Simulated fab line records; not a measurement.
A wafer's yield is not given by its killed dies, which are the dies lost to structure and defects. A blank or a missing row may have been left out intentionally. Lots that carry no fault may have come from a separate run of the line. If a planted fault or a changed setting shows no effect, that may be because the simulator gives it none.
A struck lot beside a sound one ; flow nand-harc ; 14 steps out of a route of 1159
Sound: these wafers, L974.2, L974.4, L974.5. Struck: wafer L980.6 (L980.4, L980.5, from the same lot, were not struck and are left out); the cause is given at the end.
Each step with rows lists, per side, the tool, then ch with its chambers, then its first start. Under that, the readings that differ: sound wafers ; struck wafers ; difference of the means ; sigmas: that difference in standard deviations of wafers without a fault.
alike: a reading whose means differ by less than 2 such deviations, as well as words and numbers matching on both sides. not compared: withheld readings; readings where some wafer has no value; bounds like >300 that might hide an equal value; numbers whose values overlap and for which the record gives no deviation.
A row with sigmas, a row that says differs or no value, or rows on one side alone: a step with any of these is where the two part. Numbers that have no deviation but don't overlap get no sigmas and don't part them. A reading missing from all wafers of one side parts the sides only when that side holds two or more wafers.

first, 4 steps without rows for these wafers: NHARC_A_WL_FILL_STRIP_28 (strips in post etch residue remover, time 1200 s); NHARC_A_WL_FILL_PRECLEAN_06 (cleans in DIW, time 300 s); NHARC_A_WL_FILL_SRD_07; NHARC_A_WL_FILL_ANNEAL_08 (time 1800 s).
NHARC_A_WL_FILL_ALD_10: deposits SiO2, target thk 50 nm, pulse time 10 s, ald cycles 500.
  sound on ald-hk-02 ch 1,3, day 19 17:17; struck on ald-hk-02 ch 0, day 21 00:33
  alike: heater-power-w, precursor-pulse-height-rel, susceptor-temp-C
NHARC_A_WL_FILL_ETCHBACK_16: etches the open film in C4F8/O2/Ar, target depth 88 nm, time 17.6 s.
  sound on rie-diel-07 ch 2,3; struck on rie-diel-06 ch 0
  alike: oes-product-au, rf-vpp-V
  not compared: rf-hours-counter-h
NHARC_A_WL_FILL_STRIP_29: strips in O2, time 20 s.
  sound on rie-diel-07 ch 0,2,3, day 19 21:30; struck on rie-diel-06 ch 2, day 21 03:46
  alike: drypump-motor-current-A, oes-product-au, rf-vpp-V, showerhead-plenum-p-Torr, throttle-valve-pct
  not compared: rf-hours-counter-h
NHARC_A_WL_FILL_ETCHBACK_17: etches the open film in Cl2/BCl3, target depth 4 nm, time 26.7 s.
  sound on rie-metal-02 ch 0,1, day 19 21:35; struck on rie-metal-01 ch 0, day 21 03:53
  alike: drypump-motor-current-A, oes-product-au
  not compared: rf-hours-counter-h
then, 3 steps without rows for these wafers: NHARC_A_WL_FILL_PRECLEAN_18 (cleans in dHF, time 30 s); NHARC_A_WL_FILL_SRD_21; NHARC_A_WL_FILL_CVD_23 (deposits poly-Si, target thk 40 nm, time 800 s).
NHARC_A_WL_FILL_ETCHBACK_26: etches the open film in HBr, target depth 52 nm, time 13.3 s.
  sound on rie-si-06 ch 2,3, day 20 02:29; struck on rie-si-03 ch 3, day 21 08:38
reading;sound;struck;difference;sigmas
oes-product-au (a.u.);1.003 0.993 0.993;0.863;-0.133;-15
  alike: drypump-motor-current-A, throttle-valve-pct
  not compared: rf-hours-counter-h
then, 1 step without rows for these wafers: NHARC_A_WL_FILL_PRECLEAN_30 (cleans in dHF, time 10 s).
-- break in the record here, with 4 days between the starts of the struck wafers on either side (left off in module A_WL_FILL, picked up again in module END, where the first step shown is number 1159 on the route) --
NHARC_END_SORT_01:
  at this point the record logs the struck wafers (prober-02 ch 0, day 25 14:18) and has no rows for the sound ones

## WHERE THEY PART
First at NHARC_A_WL_FILL_ETCHBACK_26; last, within this record, at NHARC_END_SORT_01.

WHY: the cause the simulator had injected
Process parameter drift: rie-si-03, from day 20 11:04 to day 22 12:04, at NHARC_A_WL_FILL_ETCHBACK_26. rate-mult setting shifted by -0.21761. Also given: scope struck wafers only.
